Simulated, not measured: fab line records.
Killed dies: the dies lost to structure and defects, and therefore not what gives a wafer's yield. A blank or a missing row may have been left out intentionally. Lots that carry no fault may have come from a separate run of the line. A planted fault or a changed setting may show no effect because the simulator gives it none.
Lot-split experiment / flow n5 finfet / route with 1938 steps; 7 lots, 39 wafers read

## THE SPLIT
At N5_BEOL_M6_PECVD_70 (deposits SiO2 from TEOS/O2, target thk 20 nm, time 22.7 s), the setting time s was moved away from the recipe's 22.7 s on 15 of the 39 wafers read, by -47.1% to +55.1%. The other wafers ran this setting at the recipe's value.

Reading taken at the split's own step.

## THE READING
SiO2_of_BEOL_M6_PECVD_70.thk nm (the simulator's own value, which no gauge read), in nm, at N5_BEOL_M6_PECVD_70 (deposits SiO2 from TEOS/O2, target thk 20 nm, time 22.7 s). The file gives no usual value for it. Here, 24 wafers ran the recipe; their average is 20.1 nm with a standard deviation of 0.32 nm.

wafer=L075.1; tool, chamber at the split=pecvd-01, 1; time s as run, s=22.7; against the recipe=recipe; SiO2_of_BEOL_M6_PECVD_70.thk nm, nm=19.6; against lot-mates on the recipe=-
wafer=L075.4; tool, chamber at the split=pecvd-01, 0,2; time s as run, s=22.7; against the recipe=recipe; SiO2_of_BEOL_M6_PECVD_70.thk nm, nm=20.2; against lot-mates on the recipe=-
wafer=L075.5; tool, chamber at the split=pecvd-01, 0,2; time s as run, s=22.7; against the recipe=recipe; SiO2_of_BEOL_M6_PECVD_70.thk nm, nm=20.2; against lot-mates on the recipe=-
wafer=L078.1; tool, chamber at the split=pecvd-02, 2; time s as run, s=22.7; against the recipe=recipe; SiO2_of_BEOL_M6_PECVD_70.thk nm, nm=20; against lot-mates on the recipe=-
wafer=L078.2; tool, chamber at the split=pecvd-02, 1; time s as run, s=22.7; against the recipe=recipe; SiO2_of_BEOL_M6_PECVD_70.thk nm, nm=19.6; against lot-mates on the recipe=-
wafer=L078.3; tool, chamber at the split=pecvd-02, 0; time s as run, s=12.01; against the recipe=-47.1%; SiO2_of_BEOL_M6_PECVD_70.thk nm, nm=10.8; against lot-mates on the recipe=-9.1
wafer=L078.4; tool, chamber at the split=pecvd-02, 2; time s as run, s=12.01; against the recipe=-47.1%; SiO2_of_BEOL_M6_PECVD_70.thk nm, nm=11; against lot-mates on the recipe=-8.9
wafer=L078.5; tool, chamber at the split=pecvd-02, 0; time s as run, s=22.7; against the recipe=recipe; SiO2_of_BEOL_M6_PECVD_70.thk nm, nm=20.2; against lot-mates on the recipe=-
wafer=L078.6; tool, chamber at the split=pecvd-02, 1; time s as run, s=12.01; against the recipe=-47.1%; SiO2_of_BEOL_M6_PECVD_70.thk nm, nm=10.6; against lot-mates on the recipe=-9.3
wafer=L082.1; tool, chamber at the split=pecvd-02, 1; time s as run, s=26.33; against the recipe=+16.0%; SiO2_of_BEOL_M6_PECVD_70.thk nm, nm=22.6; against lot-mates on the recipe=+2.7
wafer=L082.2; tool, chamber at the split=pecvd-02, 0,1; time s as run, s=22.7; against the recipe=recipe; SiO2_of_BEOL_M6_PECVD_70.thk nm, nm=19.8; against lot-mates on the recipe=-
wafer=L082.5; tool, chamber at the split=pecvd-02, 0,1; time s as run, s=22.7; against the recipe=recipe; SiO2_of_BEOL_M6_PECVD_70.thk nm, nm=19.8; against lot-mates on the recipe=-
wafer=L082.3; tool, chamber at the split=pecvd-02, 2; time s as run, s=26.33; against the recipe=+16.0%; SiO2_of_BEOL_M6_PECVD_70.thk nm, nm=22.8; against lot-mates on the recipe=+2.9
wafer=L082.4; tool, chamber at the split=pecvd-02, 2; time s as run, s=22.7; against the recipe=recipe; SiO2_of_BEOL_M6_PECVD_70.thk nm, nm=20; against lot-mates on the recipe=-
wafer=L082.6; tool, chamber at the split=pecvd-02, 0; time s as run, s=26.33; against the recipe=+16.0%; SiO2_of_BEOL_M6_PECVD_70.thk nm, nm=23; against lot-mates on the recipe=+3.1
wafer=L087.1; tool, chamber at the split=pecvd-01, 0,1; time s as run, s=22.7; against the recipe=recipe; SiO2_of_BEOL_M6_PECVD_70.thk nm, nm=20; against lot-mates on the recipe=-
wafer=L087.6; tool, chamber at the split=pecvd-01, 0,1; time s as run, s=22.7; against the recipe=recipe; SiO2_of_BEOL_M6_PECVD_70.thk nm, nm=20; against lot-mates on the recipe=-
wafer=L087.2; tool, chamber at the split=pecvd-01, 2; time s as run, s=15.21; against the recipe=-33.0%; SiO2_of_BEOL_M6_PECVD_70.thk nm, nm=13.4; against lot-mates on the recipe=-6.5
wafer=L087.3; tool, chamber at the split=pecvd-01, 1; time s as run, s=22.7; against the recipe=recipe; SiO2_of_BEOL_M6_PECVD_70.thk nm, nm=19.8; against lot-mates on the recipe=-
wafer=L087.4; tool, chamber at the split=pecvd-01, 2,0; time s as run, s=15.21; against the recipe=-33.0%; SiO2_of_BEOL_M6_PECVD_70.thk nm, nm=14; against lot-mates on the recipe=-5.9
wafer=L087.5; tool, chamber at the split=pecvd-01, 2,0; time s as run, s=15.21; against the recipe=-33.0%; SiO2_of_BEOL_M6_PECVD_70.thk nm, nm=14; against lot-mates on the recipe=-5.9
wafer=L088.1; tool, chamber at the split=pecvd-03, 1; time s as run, s=22.7; against the recipe=recipe; SiO2_of_BEOL_M6_PECVD_70.thk nm, nm=20; against lot-mates on the recipe=-
wafer=L088.2; tool, chamber at the split=pecvd-03, 2; time s as run, s=22.7; against the recipe=recipe; SiO2_of_BEOL_M6_PECVD_70.thk nm, nm=19.8; against lot-mates on the recipe=-
wafer=L088.3; tool, chamber at the split=pecvd-03, 0,2; time s as run, s=22.7; against the recipe=recipe; SiO2_of_BEOL_M6_PECVD_70.thk nm, nm=20.2; against lot-mates on the recipe=-
wafer=L088.4; tool, chamber at the split=pecvd-03, 0,2; time s as run, s=22.7; against the recipe=recipe; SiO2_of_BEOL_M6_PECVD_70.thk nm, nm=20.2; against lot-mates on the recipe=-
wafer=L088.5; tool, chamber at the split=pecvd-03, 1; time s as run, s=22.7; against the recipe=recipe; SiO2_of_BEOL_M6_PECVD_70.thk nm, nm=20.6; against lot-mates on the recipe=-
wafer=L088.6; tool, chamber at the split=pecvd-03, 0; time s as run, s=22.7; against the recipe=recipe; SiO2_of_BEOL_M6_PECVD_70.thk nm, nm=20.8; against lot-mates on the recipe=-
wafer=L097.1; tool, chamber at the split=pecvd-02, 2; time s as run, s=35.2; against the recipe=+55.1%; SiO2_of_BEOL_M6_PECVD_70.thk nm, nm=30.8; against lot-mates on the recipe=+10.6
wafer=L097.2; tool, chamber at the split=pecvd-02, 0; time s as run, s=35.2; against the recipe=+55.1%; SiO2_of_BEOL_M6_PECVD_70.thk nm, nm=30.4; against lot-mates on the recipe=+10.2
wafer=L097.3; tool, chamber at the split=pecvd-02, 1; time s as run, s=22.7; against the recipe=recipe; SiO2_of_BEOL_M6_PECVD_70.thk nm, nm=19.6; against lot-mates on the recipe=-
wafer=L097.4; tool, chamber at the split=pecvd-02, 1; time s as run, s=35.2; against the recipe=+55.1%; SiO2_of_BEOL_M6_PECVD_70.thk nm, nm=31; against lot-mates on the recipe=+10.8
wafer=L097.5; tool, chamber at the split=pecvd-02, 0; time s as run, s=22.7; against the recipe=recipe; SiO2_of_BEOL_M6_PECVD_70.thk nm, nm=20.4; against lot-mates on the recipe=-
wafer=L097.6; tool, chamber at the split=pecvd-02, 2; time s as run, s=22.7; against the recipe=recipe; SiO2_of_BEOL_M6_PECVD_70.thk nm, nm=20.6; against lot-mates on the recipe=-
wafer=L095.1; tool, chamber at the split=pecvd-03, 2; time s as run, s=22.7; against the recipe=recipe; SiO2_of_BEOL_M6_PECVD_70.thk nm, nm=20; against lot-mates on the recipe=-
wafer=L095.2; tool, chamber at the split=pecvd-03, 0,2,1; time s as run, s=28.45; against the recipe=+25.3%; SiO2_of_BEOL_M6_PECVD_70.thk nm, nm=25.2; against lot-mates on the recipe=+5.0
wafer=L095.4; tool, chamber at the split=pecvd-03, 0,2,1; time s as run, s=28.45; against the recipe=+25.3%; SiO2_of_BEOL_M6_PECVD_70.thk nm, nm=25.2; against lot-mates on the recipe=+5.0
wafer=L095.5; tool, chamber at the split=pecvd-03, 0,2,1; time s as run, s=28.45; against the recipe=+25.3%; SiO2_of_BEOL_M6_PECVD_70.thk nm, nm=25.2; against lot-mates on the recipe=+5.0
wafer=L095.3; tool, chamber at the split=pecvd-03, 1; time s as run, s=22.7; against the recipe=recipe; SiO2_of_BEOL_M6_PECVD_70.thk nm, nm=20.4; against lot-mates on the recipe=-
wafer=L095.6; tool, chamber at the split=pecvd-03, 0; time s as run, s=22.7; against the recipe=recipe; SiO2_of_BEOL_M6_PECVD_70.thk nm, nm=20.2; against lot-mates on the recipe=-
When a row names more than one chamber, that row covers several wafers, and the file does not tell which wafer ran in which chamber.

THE FIT
A straight line over all 39 wafers: SiO2_of_BEOL_M6_PECVD_70.thk nm changes by +0.194 nm for each +1% of time s; r = +1.00; the points scatter about the line by 0.31 nm.
The same after taking each lot's own level away (the mean of its wafers on the recipe; 39 wafers): +0.192 nm for each +1%; r = +1.00; scatter 0.27 nm.
That fit puts the effect of the largest move of time s on the reading at 11 nm.
The span of the lots' own levels, 19.87 to 20.27 nm, comes to 1.3 times the standard deviation stated above.
Consequently the slope shifts little with the lot-to-lot level, the two slopes agreeing.
Check: +10.5 nm against its lot-mates is what the line predicts for one of the wafers moved furthest among these (+55.1%) when that wafer is left out of the fit. Against them it came out at +10.6 nm.

## OTHER SPLITS APPLIED TO THESE WAFERS
These wafers also went through other splits before the reading. Each is held against what the fit with the lots' levels taken away leaves over:
other split on the same wafers=N5_BEOL_M0_SAQP_PECVD_04 time s; wafers away from the commonest value=9; r with SiO2_of_BEOL_M6_PECVD_70.thk nm (lot level and that fit taken away)=+0.07
other split on the same wafers=N5_BEOL_M3_ILD_DEP_00 target thk a; wafers away from the commonest value=15; r with SiO2_of_BEOL_M6_PECVD_70.thk nm (lot level and that fit taken away)=-0.15

## THE FILE'S OWN FIT
SiO2_of_BEOL_M6_PECVD_70.thk nm changes by +0.192 nm for each +1% of time s, r = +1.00.
